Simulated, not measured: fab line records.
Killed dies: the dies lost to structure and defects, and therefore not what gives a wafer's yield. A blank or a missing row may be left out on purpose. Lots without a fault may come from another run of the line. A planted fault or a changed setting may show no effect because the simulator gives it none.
fab line records + flow nandHarc
record
- lots=12
- wafers=36
- lastDay=33
route steps=1302 shown A_CHANNEL_FILL_D1@500 A_DECK1_JOINT@518 END@1302
lots that met no fault: taken from a fault-free run of the same line
startH: hours from the record's first day to the start of the lot's first wafer shown + waitH: hours elapsed since this lot's preceding step + " same as the row above + L1.1+2: one row covering several wafers at once + - value missing, or start not given + * or withheld: withheld + < > ~ a bound
route shown NAME@n: NAME is a module with steps in the file, n the number in the route of the first one + usual: mean/standard deviation taken from wafers without a fault + same: alike in all rows + chamber/n: place in a boat + sites: the reading at each site + _std_site: standard deviation across them + _edge_site: outer sites' mean less inner sites' + radiusMm: for every site, how far away it sits from the centre of the wafer + mask NAME#n: copy n + behind: the most recent tool/chamber to have shaped the wafer + hold: what put the lot on hold/how long, in hours/how the hold closed + device: the transistor (n, p or np) that didn't switch + end of line: tests run on the same wafers once the route is complete + step lacking rows: just its recipe + killed: dies lost to structure and defects at the first sort, not the wafer's yield + map: per-die view of a wafer (x killed, . not killed, _ where there is no die)
set.NAME: the setting as run; set.NAME@STEP: as run at that earlier step + model.NAME: the simulator's own value behind a step, which no gauge read
one table for each step of the route and one row for each wafer, over a sample of lots
services: a tool's chamber out of use, with start hour (startH, from the record's first day; less than 0 if before it), hours out, and reason
## steps
# step NHARC_A_CHANNEL_FILL_D1_ETCHBACK_20
# recipe
- targetDepthA=270
- timeS=13.5
- c4f8FlowSccm=withheld
- o2FlowSccm=8
- arFlowSccm=withheld
- rfW=600
- biasW=1500
- chemistry=C4F8/O2/Ar
# usual
- biasW=1500/4.7
- chamberPressureMTorr=24.999/0.021
- oesProductAu=0.96/0.035
- rfVppV=977/6.5
| lot.wafer | tool       | chamber | startH | waitH | biasW | chamberPressureMTorr | oesProductAu | rfHoursCounterH | rfVppV |
|-----------|------------|---------|--------|-------|-------|----------------------|--------------|-----------------|--------|
| L522.3    | rieDiel-01 | 0       | 217.07 | -     | 1503  | 24.996               | 1.01         | 0               | 983    |
| L522.6    | "          | 2       | "      | "     | 1496  | 24.978               | 1.00         | -               | 983    |
| L522.5    | "          | 3       | "      | "     | 1497  | 25.004               | 0.99         | -               | 970    |
| L528.3    | rieDiel-05 | 0       | 275.61 | -     | 1503  | 24.984               | 1.02         | 2               | 978    |
| L528.1    | "          | 1       | "      | "     | 1496  | 24.989               | 0.99         | 2               | 969    |
| L528.2    | "          | 2       | "      | "     | 1508  | 24.993               | 1.01         | 2               | 976    |
| L527.4    | rieDiel-04 | 0       | 275.62 | -     | 1502  | 24.980               | 0.99         | 5               | 981    |
| L527.3    | "          | 1       | "      | "     | 1507  | 24.990               | 0.99         | 4               | 971    |
| L527.6    | "          | 1       | "      | "     | 1503  | 24.996               | 1.00         | -               | 969    |
| L529.2    | rieDiel-01 | 1       | 282.11 | -     | 1510  | 24.959               | 1.00         | 3               | 978    |
| L529.3    | "          | 3       | "      | "     | 1504  | 25.020               | 0.99         | 4               | 967    |
| L529.6    | "          | 1       | "      | "     | 1500  | 25.018               | 1.00         | -               | 979    |
| L536.1    | rieDiel-04 | 0       | 365.53 | -     | 1505  | 25.041               | 1.01         | 0               | 981    |
| L536.2    | "          | 3       | "      | "     | 1500  | 25.037               | 0.98         | 0               | 988    |
| L536.6    | "          | 1       | "      | "     | 1498  | 24.997               | 1.00         | -               | 970    |
| L537.2    | rieDiel-05 | 3       | 368.82 | -     | 1495  | 25.006               | 0.99         | 10              | 986    |
| L537.6    | "          | 0       | "      | "     | 1497  | 25.014               | 0.99         | -               | 978    |
| L537.5    | "          | 3       | "      | "     | 1495  | 25.009               | 0.99         | -               | 984    |
| L538.2    | rieDiel-05 | 3       | 378.66 | -     | 1497  | 25.018               | 0.91         | 10              | 984    |
| L538.6    | "          | 3       | "      | "     | 1501  | 25.011               | 0.92         | -               | 983    |
| L538.5    | "          | 0       | "      | "     | 1500  | 24.989               | 0.92         | -               | 977    |
| L541.4    | rieDiel-04 | 0       | 403.87 | -     | 1500  | 25.008               | 0.99         | 2               | 981    |
| L541.1    | "          | 2       | "      | "     | 1502  | 25.002               | 0.98         | 2               | 969    |
| L541.6    | "          | 1       | "      | "     | 1506  | 25.030               | 0.92         | -               | 969    |
| L542.2    | rieDiel-01 | 2       | 419.32 | -     | 1501  | 25.008               | 0.98         | 1               | 982    |
| L542.3    | "          | 1       | "      | "     | 1507  | 24.982               | 0.98         | 1               | 979    |
| L542.6    | "          | 3       | "      | "     | 1491  | 25.010               | 0.98         | -               | 970    |
| L543.1    | rieDiel-04 | 0       | 428.79 | -     | 1501  | 24.985               | 1.00         | 3               | 981    |
| L543.2    | "          | 1       | "      | "     | 1499  | 24.963               | 0.99         | 2               | 970    |
| L543.4    | "          | 3       | "      | "     | 1499  | 25.048               | 0.99         | 4               | 988    |
| L544.1    | rieDiel-01 | 0       | 432.61 | -     | 1507  | 25.018               | 0.99         | 2               | 982    |
| L544.2    | "          | 1       | "      | "     | 1503  | 25.038               | 0.98         | 2               | 978    |
| L544.6    | "          | 2       | "      | "     | 1508  | 25.010               | 0.98         | -               | 982    |
| L545.1    | rieDiel-01 | 3       | 441.23 | -     | 1495  | 25.007               | 0.91         | 2               | 969    |
| L545.2    | "          | 0       | "      | "     | 1492  | 24.994               | 0.92         | 2               | 982    |
| L545.5    | "          | 1       | "      | "     | 1501  | 24.988               | 0.92         | -               | 979    |
# step NHARC_A_CHANNEL_FILL_D1_ALD_25
# recipe
- targetThkA=600
- pulseTimeS=10
- aldCycles=600
- tempC=300
- material=SiOx
# usual
- heaterPowerW=464/31
- precursorPulseHeightRel=0.999/0.021
# same
- pulseTimeS=10
| lot.wafer | tool     | chamber | startH | waitH | heaterPowerW | precursorPulseHeightRel |
|-----------|----------|---------|--------|-------|--------------|-------------------------|
| L522.3    | aldHk-03 | 3       | 230.80 | 0.3   | 440          | 0.991                   |
| L522.6    | "        | 3       | 233.28 | 2.7   | 460          | 0.986                   |
| L522.5    | "        | 0       | "      | "     | 507          | 1.035                   |
| L528.3    | aldHk-02 | 3       | 289.84 | 0.0   | 459          | 1.019                   |
| L528.1    | "        | 1       | 291.09 | 1.3   | 466          | 0.985                   |
| L528.2    | "        | 2       | "      | "     | 464          | 0.980                   |
| L527.3    | aldHk-01 | 0       | 290.46 | 0.7   | 420          | 0.958                   |
| L527.4    | "        | 1       | "      | "     | 462          | 0.996                   |
| L527.6    | "        | 3       | 292.31 | 2.5   | 428          | 1.025                   |
| L529.2    | aldHk-03 | 2       | 296.50 | 2.5   | 495          | 1.028                   |
| L529.3    | "        | 0       | 301.41 | 7.4   | 513          | 1.017                   |
| L529.6    | "        | 1       | 303.86 | 9.9   | 458          | 0.972                   |
| L536.2    | aldHk-02 | 0       | 378.45 | 0.7   | 509          | 0.983                   |
| L536.1    | "        | 1       | "      | "     | 439          | 0.980                   |
| L536.6    | "        | 3       | 380.28 | 2.5   | 443          | 0.978                   |
| L537.2    | aldHk-01 | 0       | 378.47 | 0.7   | 395          | 1.037                   |
| L537.6    | "        | 3       | 380.33 | 2.5   | 439          | 1.005                   |
| L537.5    | "        | 0       | "      | "     | 399          | 1.023                   |
| L538.2    | aldHk-01 | 0       | 390.67 | 0.1   | 396          | 0.989                   |
| L538.5    | "        | 0       | 393.14 | 2.5   | 399          | 1.017                   |
| L538.6    | "        | 1       | "      | "     | 440          | 1.002                   |
| L541.1    | aldHk-03 | 1       | 417.65 | 0.1   | 471          | 1.018                   |
| L541.4    | "        | 0       | 419.48 | 1.9   | 507          | 0.995                   |
| L541.6    | "        | 2       | 420.69 | 3.1   | 490          | 0.989                   |
| L542.2    | aldHk-01 | 2       | 436.36 | 0.7   | 449          | 1.006                   |
| L542.3    | "        | 3       | "      | "     | 440          | 1.033                   |
| L542.6    | "        | 1       | 438.19 | 2.5   | 439          | 0.982                   |
| L544.1    | aldHk-01 | 3       | 443.50 | 1.5   | 438          | 1.034                   |
| L544.2    | "        | 1       | 444.73 | 2.8   | 449          | 1.027                   |
| L544.6    | "        | 3       | 445.96 | 4.0   | 431          | 0.990                   |
| L543.2    | aldHk-03 | 1       | 443.71 | 1.7   | 472          | 1.012                   |
| L543.4    | "        | 2       | "      | "     | 496          | 1.048                   |
| L543.1    | "        | 3       | "      | "     | 469          | 0.992                   |
| L545.2    | aldHk-03 | 2       | 453.16 | 0.1   | 482          | 1.000                   |
| L545.1    | "        | 1       | 454.99 | 1.9   | 468          | 1.002                   |
| L545.5    | "        | 3       | 456.21 | 3.1   | 452          | 0.982                   |
# step NHARC_A_CHANNEL_FILL_D1_ETCHBACK_08
# recipe
- targetDepthA=2200
- timeS=110
- c4f8FlowSccm=20
- arFlowSccm=withheld
- rfW=600
- biasW=300
- chemistry=C4F8
# usual
- chamberPressureMTorr=25.003/0.022
- oesProductAu=0.96/0.037
- rfVppV=440/3.1
| lot.wafer | tool       | chamber | startH | waitH | chamberPressureMTorr | oesProductAu | rfHoursCounterH | rfVppV |
|-----------|------------|---------|--------|-------|----------------------|--------------|-----------------|--------|
| L522.3    | rieDiel-04 | 0       | -      | -     | 25.002               | 0.94         | 1.9             | 443    |
| L522.6    | "          | 0       | "      | "     | 25.000               | 0.94         | -               | 443    |
| L522.5    | "          | 3       | "      | "     | 25.008               | 0.94         | -               | 445    |
| L528.2    | rieDiel-04 | 1       | -      | -     | 25.017               | 1.00         | 4.5             | 438    |
| L528.3    | "          | 2       | "      | "     | 24.977               | 1.01         | 3.8             | 438    |
| L528.1    | "          | 0       | "      | "     | 25.023               | 1.00         | 5.6             | 443    |
| L527.3    | rieDiel-01 | 1       | -      | -     | 25.001               | 0.99         | 3.6             | 441    |
| L527.4    | "          | 3       | "      | "     | 25.004               | 0.99         | -               | 437    |
| L527.6    | "          | 1       | "      | "     | 24.997               | 1.01         | -               | 441    |
| L529.3    | rieDiel-04 | 0       | 310.65 | 6.8   | 24.994               | 0.92         | 6.9             | 444    |
| L529.2    | "          | 1       | "      | "     | 25.004               | 0.93         | 5.3             | 436    |
| L529.6    | "          | 3       | "      | "     | 25.010               | 0.92         | -               | 446    |
| L536.2    | rieDiel-05 | 0       | -      | -     | 25.000               | 0.92         | 10.0            | 440    |
| L536.1    | "          | 1       | "      | "     | 25.026               | 0.92         | 2.6             | 436    |
| L536.6    | "          | 0       | "      | "     | 25.027               | 0.92         | -               | 439    |
| L537.2    | rieDiel-04 | 0       | -      | -     | 24.992               | 1.00         | 1.4             | 443    |
| L537.5    | "          | 3       | "      | "     | 24.977               | 0.98         | -               | 446    |
| L537.6    | "          | 0       | "      | "     | 25.012               | 1.00         | -               | 441    |
| L538.2    | rieDiel-05 | 3       | -      | -     | 25.029               | 0.91         | 10.3            | 443    |
| L538.5    | "          | 1       | "      | "     | 25.025               | 0.91         | -               | 436    |
| L538.6    | "          | 2       | "      | "     | 24.986               | 0.91         | -               | 439    |
| L541.4    | rieDiel-04 | 0       | -      | -     | 25.020               | 0.93         | 2.7             | 442    |
| L541.1    | "          | 3       | "      | "     | 24.995               | 0.91         | 3.1             | 446    |
| L541.6    | "          | 0       | "      | "     | 24.992               | 0.92         | -               | 441    |
| L542.3    | rieDiel-04 | 1       | -      | -     | 24.996               | 0.99         | 2.2             | 436    |
| L542.2    | "          | 0       | "      | "     | 25.014               | 1.00         | 3.9             | 444    |
| L542.6    | "          | 1       | "      | "     | 25.027               | 0.98         | -               | 438    |
| L543.1    | rieDiel-05 | 1       | -      | -     | 25.015               | 0.97         | 2.5             | 436    |
| L543.2    | "          | 3       | "      | "     | 25.011               | 1.00         | 2.0             | 443    |
| L543.4    | "          | 0       | "      | "     | 24.984               | 0.99         | 1.6             | 440    |
| L544.2    | rieDiel-01 | 2       | -      | -     | 24.968               | 0.92         | 3.5             | 443    |
| L544.1    | "          | 0       | "      | "     | 25.000               | 0.92         | 2.9             | 442    |
| L544.6    | "          | 3       | "      | "     | 25.002               | 0.91         | -               | 437    |
| L545.1    | rieDiel-04 | 2       | -      | -     | 25.007               | 0.98         | 5.0             | 436    |
| L545.2    | "          | 0       | "      | "     | 25.031               | 1.01         | 4.2             | 443    |
| L545.5    | "          | 2       | "      | "     | 24.981               | 0.99         | -               | 436    |
# step NHARC_A_DECK1_JOINT_ETCHBACK_07
# recipe
- targetDepthA=1050
- timeS=26.9
- hbrFlowSccm=150
- rfW=350
- icpW=350
- biasW=60
- chemistry=HBr
# usual
- biasW=60.03/0.19
- chamberPressureMTorr=15.000/0.014
- drypumpMotorCurrentA=5.7/0.42
- heBacksideLeakSccm=2.70/0.23
- oesProductAu=0.998/0.01
- throttleValvePct=23.265/0.0099
| lot.wafer | tool     | chamber | startH | waitH | biasW | chamberPressureMTorr | drypumpMotorCurrentA | heBacksideLeakSccm | oesProductAu | rfHoursCounterH | throttleValvePct |
|-----------|----------|---------|--------|-------|-------|----------------------|----------------------|--------------------|--------------|-----------------|------------------|
| L522.3    | rieSi-05 | 1       | 242.28 | 0.1   | 59.98 | 15.002               | 5.9                  | 2.75               | 1.007        | 0.6             | 23.270           |
| L522.5    | "        | 1       | "      | "     | 59.97 | 14.997               | 5.8                  | 2.85               | 0.999        | -               | 23.274           |
| L522.6    | "        | 2       | "      | "     | 60.05 | 14.996               | 6.6                  | 3.06               | 1.007        | -               | 23.239           |
| L528.3    | rieSi-04 | 0       | 301.84 | 0.1   | -     | -                    | -                    | -                  | -            | -               | -                |
| L528.2    | "        | 1       | "      | "     | -     | -                    | -                    | -                  | -            | -               | -                |
| L528.1    | "        | 2       | "      | "     | -     | -                    | -                    | -                  | -            | -               | -                |
| L527.4    | rieSi-05 | 0       | 301.86 | 0.1   | -     | -                    | -                    | -                  | -            | -               | -                |
| L527.3    | "        | 1       | "      | "     | -     | -                    | -                    | -                  | -            | -               | -                |
| L527.6    | "        | 3       | "      | "     | -     | -                    | -                    | -                  | -            | -               | -                |
| L529.2    | rieSi-04 | 2       | 317.04 | 0.1   | -     | -                    | -                    | -                  | -            | -               | -                |
| L529.3    | "        | 3       | "      | "     | -     | -                    | -                    | -                  | -            | -               | -                |
| L529.6    | "        | 1       | "      | "     | -     | -                    | -                    | -                  | -            | -               | -                |
| L536.1    | rieSi-06 | 0       | 389.56 | 0.1   | 60.11 | 14.984               | 5.4                  | 2.58               | 1.002        | 0.7             | 23.266           |
| L536.2    | "        | 1       | "      | "     | 59.81 | 15.007               | 5.5                  | 2.64               | 0.987        | 0.7             | 23.265           |
| L536.6    | "        | 1       | "      | "     | 59.87 | 15.001               | 5.5                  | 2.64               | 0.988        | -               | 23.271           |
| L537.2    | rieSi-04 | 1       | 389.56 | 0.1   | 60.11 | 14.990               | 5.2                  | 2.51               | 1.014        | 0.2             | 23.261           |
| L537.6    | "        | 1       | "      | "     | 60.01 | 14.992               | 5.2                  | 2.40               | 1.003        | -               | 23.280           |
| L537.5    | "        | 2       | "      | "     | 60.05 | 15.028               | 5.6                  | 2.85               | 0.987        | -               | 23.266           |
| L538.2    | rieSi-06 | 3       | 403.31 | 0.1   | 60.02 | 14.991               | 5.8                  | 2.93               | 1.011        | 0.8             | 23.255           |
| L538.5    | "        | 0       | "      | "     | 60.44 | 14.981               | 5.4                  | 2.69               | 1.003        | -               | 23.252           |
| L538.6    | "        | 1       | "      | "     | 59.95 | 15.011               | 5.5                  | 2.97               | 0.992        | -               | 23.264           |
| L541.1    | rieSi-05 | 0       | 429.39 | 0.1   | 59.97 | 15.000               | 6.5                  | 2.68               | 0.998        | 0.8             | 23.263           |
| L541.4    | "        | 1       | "      | "     | 60.37 | 15.027               | 5.9                  | 2.98               | 0.994        | 0.7             | 23.281           |
| L541.6    | "        | 0       | "      | "     | 60.03 | 14.975               | 6.5                  | 2.57               | 1.004        | -               | 23.264           |
| L542.3    | rieSi-04 | 1       | 447.59 | 0.1   | 60.03 | 14.990               | 5.2                  | 2.56               | 1.014        | 0.6             | 23.262           |
| L542.2    | "        | 3       | "      | "     | 59.93 | 15.013               | 5.3                  | 2.27               | 0.985        | 0.6             | 23.259           |
| L542.6    | "        | 1       | "      | "     | 60.24 | 14.977               | 5.2                  | 2.46               | 1.011        | -               | 23.283           |
| L543.4    | rieSi-05 | 0       | 454.98 | 0.1   | 60.08 | 15.032               | 6.6                  | 2.55               | 0.987        | 0.9             | 23.272           |
| L543.2    | "        | 2       | "      | "     | 59.72 | 14.986               | 6.6                  | 2.95               | 0.975        | 1.0             | 23.262           |
| L543.1    | "        | 3       | "      | "     | 60.13 | 15.007               | 5.9                  | 2.84               | 0.997        | 1.0             | 23.252           |
| L544.1    | rieSi-06 | 0       | 454.99 | 0.1   | 59.98 | 14.994               | 5.4                  | 2.68               | 0.994        | 0.1             | 23.261           |
| L544.2    | "        | 2       | "      | "     | 60.18 | 14.996               | 5.9                  | 2.44               | 0.998        | 0.1             | 23.276           |
| L544.6    | "        | 1       | "      | "     | 60.21 | 14.986               | 5.5                  | 2.50               | 0.987        | -               | 23.258           |
| L545.1    | rieSi-06 | 0       | 464.85 | 0.1   | 60.34 | 15.027               | 5.4                  | 2.64               | 1.007        | 0.2             | 23.275           |
| L545.2    | "        | 1       | "      | "     | 59.88 | 15.007               | 5.5                  | 2.72               | 0.995        | 0.2             | 23.276           |
| L545.5    | "        | 0       | "      | "     | 60.20 | 15.024               | 5.4                  | 2.95               | 0.993        | -               | 23.249           |
# step NHARC_END_SORT_01
# recipe
- tempC=25
# usual
- killedAtArray=46/16
- killedAtOther=0.9/1.3
- killedAtPeriphery=4.1/3
- killedDies=51/17
- killedOpen=3.5/1.8
- killedShort=2.5/1.8
# same
- grossDies=677
| lot.wafer | tool      | chamber | startH | waitH | killedAtArray | killedAtOther | killedAtPeriphery | killedDies | killedOpen | killedShort |
|-----------|-----------|---------|--------|-------|---------------|---------------|-------------------|------------|------------|-------------|
| L527.3    | prober-02 | 0       | 627.34 | 3.1   | 671           | 1             | 5                 | 677        | 4          | 1           |
| L527.4    | prober-02 | 0       | 628.14 | 3.4   | 674           | 1             | 2                 | 677        | 1          | 3           |
| L527.6    | prober-02 | 0       | 629.74 | 4.0   | 677           | 0             | 0                 | 677        | 2          | 1           |
| L528.1    | prober-01 | 0       | 636.60 | 2.5   | 677           | 0             | 0                 | 677        | 6          | 2           |
| L528.2    | prober-01 | 0       | 637.38 | 2.8   | 674           | 0             | 3                 | 677        | 3          | 1           |
| L528.3    | prober-01 | 0       | 638.17 | 3.1   | 676           | 1             | 0                 | 677        | 5          | 5           |
| L529.2    | prober-02 | 0       | 643.20 | 2.8   | 676           | 0             | 1                 | 677        | 1          | 2           |
| L529.3    | prober-02 | 0       | 644.01 | 3.1   | 676           | 0             | 1                 | 677        | 5          | 4           |
| L529.6    | prober-02 | 0       | 646.44 | 4.0   | 675           | 0             | 2                 | 677        | 1          | 3           |
# killed by level:class
L527.3 A_DECK1_JOINT:areaEtchback=637 A_CHANNEL_HOLE_D2:chamberFilmFlake=14 A_CHANNEL_HOLE_D1:chamberFilmFlake=8 A_CONTACT:chamberFilmFlake=4 P_M0:chamberFilmFlake=3 A_STAIRCASE:chamberFilmFlake=3 A_WL_FILL:chamberFilmFlake=2 P_CONTACT:geometricParticle:short=1
L527.4 A_DECK1_JOINT:areaEtchback=611 A_CHANNEL_HOLE_D1:chamberFilmFlake=31 A_CHANNEL_HOLE_D2:chamberFilmFlake=16 A_WL_FILL:chamberFilmFlake=4 A_DECK1_JOINT:chamberFilmFlake=3 A_STAIRCASE:chamberFilmFlake=2 A_CONTACT:chamberFilmFlake=2 P_CONTACT:geometricParticle:open=1
L527.6 A_DECK1_JOINT:areaEtchback=635 A_CHANNEL_HOLE_D1:chamberFilmFlake=13 A_CHANNEL_HOLE_D2:chamberFilmFlake=11 A_CONTACT:chamberFilmFlake=5 A_STAIRCASE:chamberFilmFlake=4 A_ONON_D1:geometricParticle:open=2 A_ZERO_WELL:chamberFilmFlake=2 A_SLIT:chamberFilmFlake=2
L528.1 A_DECK1_JOINT:areaEtchback=640 A_CHANNEL_HOLE_D2:chamberFilmFlake=11 A_CONTACT:chamberFilmFlake=6 A_BLC:chamberFilmFlake=6 A_CHANNEL_HOLE_D1:chamberFilmFlake=3 A_M0:geometricParticle:open=2 A_ZERO_WELL:chamberFilmFlake=2 A_DECK1_JOINT:geometricParticle:short=1
L528.2 A_DECK1_JOINT:areaEtchback=653 A_CHANNEL_HOLE_D2:chamberFilmFlake=7 A_CONTACT:chamberFilmFlake=5 P_ZERO_WELL:chamberFilmFlake=2 A_BLC:chamberFilmFlake=2 P_CONTACT:geometricParticle:open=1 A_ONON_D2:geometricParticle:open=1 A_WL_FILL:geometricParticle:short=1
L528.3 A_DECK1_JOINT:areaEtchback=638 A_CHANNEL_HOLE_D2:chamberFilmFlake=14 A_CONTACT:chamberFilmFlake=7 A_BLC:chamberFilmFlake=4 A_DECK1_JOINT:geometricParticle:short=2 A_M0:geometricParticle:open=2 A_ZERO_WELL:chamberFilmFlake=2 A_ONON_D1:geometricParticle:short=1
L529.2 A_DECK1_JOINT:areaEtchback=642 A_CHANNEL_HOLE_D2:chamberFilmFlake=22 A_STAIRCASE:chamberFilmFlake=5 A_CHANNEL_HOLE_D1:chamberFilmFlake=2 P_STI:geometricParticle:short=1 A_WL_FILL:geometricParticle:short=1 A_WL_FILL:geometricParticle:open=1 A_DECK1_JOINT:chamberFilmFlake=1
L529.3 A_DECK1_JOINT:areaEtchback=632 A_CHANNEL_HOLE_D2:chamberFilmFlake=32 A_M0:geometricParticle:open=2 P_CONTACT:geometricParticle:short=1 A_SOURCE_PLATE:geometricParticle:open=1 A_CHANNEL_HOLE_D2:geometricParticle:short=1 A_CHANNEL_FILL_D2:geometricParticle:open=1 A_CHANNEL_FILL_D2:geometricParticle:short=1
L529.6 A_DECK1_JOINT:areaEtchback=642 A_CHANNEL_HOLE_D2:chamberFilmFlake=22 A_CHANNEL_HOLE_D1:chamberFilmFlake=3 A_STAIRCASE:chamberFilmFlake=3 P_GATE:geometricParticle:short=1 A_DECK1_JOINT:geometricParticle:short=1 A_ONON_D2:geometricParticle:short=1 A_CONTACT:geometricParticle:open=1
## services
| tool       | chamber | startH | hours | kind   |
|------------|---------|--------|-------|--------|
| rieSi-05   | 3       | 193.24 | 8.3   | repair |
| rieDiel-01 | -       | 203.80 | 9.0   | pm     |
| aldHk-03   | -       | 213.63 | 10.0  | pm     |
| rieDiel-05 | -       | 229.60 | 9.0   | pm     |
| rieDiel-04 | 2       | 235.87 | 5.6   | repair |
| rieDiel-04 | 1       | 236.76 | 4.6   | repair |
| rieDiel-01 | 0       | 247.16 | 2.2   | repair |
| rieDiel-01 | 2       | 274.21 | 32.6  | repair |
| rieDiel-05 | 1       | 279.08 | 90.3  | repair |
| rieDiel-01 | 0       | 287.67 | 1.6   | repair |
| aldHk-01   | -       | 297.16 | 10.0  | pm     |
| rieDiel-04 | 2       | 298.19 | 2.4   | repair |
| rieDiel-04 | 0       | 312.23 | 18.8  | repair |
| rieDiel-04 | -       | 354.90 | 9.0   | pm     |
| rieDiel-04 | 1       | 371.15 | 31.6  | repair |
| rieDiel-01 | -       | 380.80 | 9.0   | pm     |
| rieDiel-04 | -       | 399.13 | 1.2   | repair |
| rieDiel-05 | -       | 406.60 | 9.0   | pm     |
| rieDiel-05 | 0       | 417.55 | 1.4   | repair |
| rieDiel-05 | 3       | 418.05 | 5.4   | repair |
| rieDiel-01 | -       | 422.73 | 1.2   | repair |
| rieDiel-05 | 2       | 454.87 | 4.3   | repair |
| rieDiel-05 | 3       | 456.61 | 14.6  | repair |
| aldHk-03   | -       | 458.51 | 0.9   | repair |
## key
firstSign
- step=NHARC_A_DECK1_JOINT_ETCHBACK_07
- reading=toolRecord
- direction=missing
effect
- step=NHARC_END_SORT_01
- reading=killedAtArray
- direction=up
- sigmas=38
- usual=46
- struck=675
moreKillsBornAt
- NHARC_A_DECK1_JOINT_ETCHBACK_07@rieSi-04=3846
- NHARC_A_DECK1_JOINT_ETCHBACK_07@rieSi-05=1883
metAt NHARC_A_DECK1_JOINT_ETCHBACK_07
struckLots L527,L528,L529
laterRowsLeftOut L527.3,L527.4,L527.6,L528.1,L528.2,L528.3,L529.2,L529.3,L529.6
testerLeftOut L527,L528,L529
notActingAt NHARC_A_CHANNEL_FILL_D1_ETCHBACK_20,NHARC_A_CHANNEL_FILL_D1_ALD_25,NHARC_A_CHANNEL_FILL_D1_ETCHBACK_08
onsetBetween 242.28 301.84
fault
- kind=skippedStepWhole
- tool=rieSi-04,rieSi-05
- chamber=-
- onsetH=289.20
- steps=NHARC_A_DECK1_JOINT_ETCHBACK_07
- scope=struckLotsOnly
# testerLeftOut: of these lots the tester's yield and bins aren't shown, on N5 and GAA mostly nor the transistor test; their killed dies are dies lost to structure and defects alone, not to doping, threshold or leakage, so they don't give the yield
# laterRowsLeftOut: the simulator's readings of these wafers behind a module that went badly wrong aren't trusted and aren't shown, but for the sort
